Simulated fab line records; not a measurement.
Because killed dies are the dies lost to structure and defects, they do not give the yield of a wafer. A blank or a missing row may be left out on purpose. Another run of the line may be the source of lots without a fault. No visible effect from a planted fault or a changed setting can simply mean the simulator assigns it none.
Which tool is to blame? :: flow nand harc :: 6 lots with 18 wafers sampled at 5 steps, on a route of 1302 steps

## WHAT THE GAUGES SHOWED, per wafer
NHARC_A_M1_THK_MEAS_24: measures by xrf.
lot: L315
measured: day 25 06:17
on: film metro-02
thk nm (nm): 154.2 155.0 155.2

lot: L318
measured: day 26 20:48
on: film metro-02
thk nm (nm): 153.8 153.5 153.8

lot: L326
measured: day 30 20:25
on: film metro-02
thk nm (nm): 31.2 30.2 30.6

lot: L329
measured: day 31 02:27
on: film metro-02
thk nm (nm): 153.6 154.2 151.4

lot: L331
measured: day 31 21:59
on: film metro-01
thk nm (nm): 152.6 153.5 150.0

lot: L330
measured: day 32 22:54
on: film metro-02
thk nm (nm): 155.7 156.0 156.3

## WHICH TOOL RAN EACH LOT (tool, then ch and the chambers of the sampled wafers, then the start)
lot: L315
NHARC_A_M1_DEGAS_29: pvd sputter-03, day 25 04:49
NHARC_A_M1_ECD_22: ecd cu-01 ch 1, day 25 05:14
NHARC_A_M1_ANNEAL_31: rtp anneal-02 ch 0, day 25 05:40
NHARC_A_M1_CMP_23: cmp-01 ch 0,1,2, day 25 06:00

lot: L318
NHARC_A_M1_DEGAS_29: pvd sputter-03, day 26 19:25
NHARC_A_M1_ECD_22: ecd cu-01 ch 0,1, day 26 19:49
NHARC_A_M1_ANNEAL_31: rtp anneal-02 ch 0, day 26 20:08
NHARC_A_M1_CMP_23: cmp-03 ch 0,2, day 26 20:29

lot: L326
NHARC_A_M1_DEGAS_29: pvd sputter-03, day 30 19:01
NHARC_A_M1_ECD_22: ecd cu-02 ch 0,1, day 30 19:31
NHARC_A_M1_ANNEAL_31: rtp anneal-01 ch 0, day 30 19:54
NHARC_A_M1_CMP_23: cmp-01 ch 1,2,3, day 30 20:10

lot: L329
NHARC_A_M1_DEGAS_29: pvd sputter-01, day 31 01:04
NHARC_A_M1_ECD_22: ecd cu-02 ch 0, day 31 01:28
NHARC_A_M1_ANNEAL_31: rtp anneal-01 ch 0, day 31 01:51
NHARC_A_M1_CMP_23: cmp-02 ch 1,2,3, day 31 02:10

lot: L331
NHARC_A_M1_DEGAS_29: pvd sputter-03, day 31 20:35
NHARC_A_M1_ECD_22: ecd cu-01 ch 0,1, day 31 20:56
NHARC_A_M1_ANNEAL_31: rtp anneal-02 ch 0, day 31 21:19
NHARC_A_M1_CMP_23: cmp-02 ch 1,3, day 31 21:41

lot: L330
NHARC_A_M1_DEGAS_29: pvd sputter-03, day 32 21:31
NHARC_A_M1_ECD_22: ecd cu-02 ch 0,1, day 32 21:55
NHARC_A_M1_ANNEAL_31: rtp anneal-01 ch 0, day 32 22:14
NHARC_A_M1_CMP_23: cmp-01 ch 0,1,3, day 32 22:38
- NHARC_A_M1_DEGAS_29: time 60 s.
- NHARC_A_M1_ECD_22: material Cu, target thk 400 nm.
- NHARC_A_M1_ANNEAL_31: time 90 s.
- NHARC_A_M1_CMP_23: polishes, t overpolish 20 s, target thk 154.34 nm.

## THE ANSWER, worked out from the rows above alone
Rule: the usual values come from the lots themselves. Put in order of their means at a reading, lots are off if they are a third of the lots or fewer, leave a main group of 4 or more, and stand apart from it by a gap of 3 or more times the standard deviation of the main group's means; of several such gaps the widest counts. A main group is skipped when, at the precision printed for the reading in the tables above, its means are all equal. A lot without any number at a reading at which 4 lots or more have one is off too. All remaining lots with rows at the step are treated as sound.
Off: L326 (NHARC_A_M1_THK_MEAS_24, thk nm). The main group has a mean of 153.9 nm with a standard deviation of 1.4.
If a tool, at a process step before that reading, ran all the lots that are off and no sound lot after the first of them, it fits. Gauges at NHARC_A_M1_THK_MEAS_24: tried the same way as those tools. Not one of the candidates tried fits.

## WHAT THE SIMULATOR HAD PUT IN
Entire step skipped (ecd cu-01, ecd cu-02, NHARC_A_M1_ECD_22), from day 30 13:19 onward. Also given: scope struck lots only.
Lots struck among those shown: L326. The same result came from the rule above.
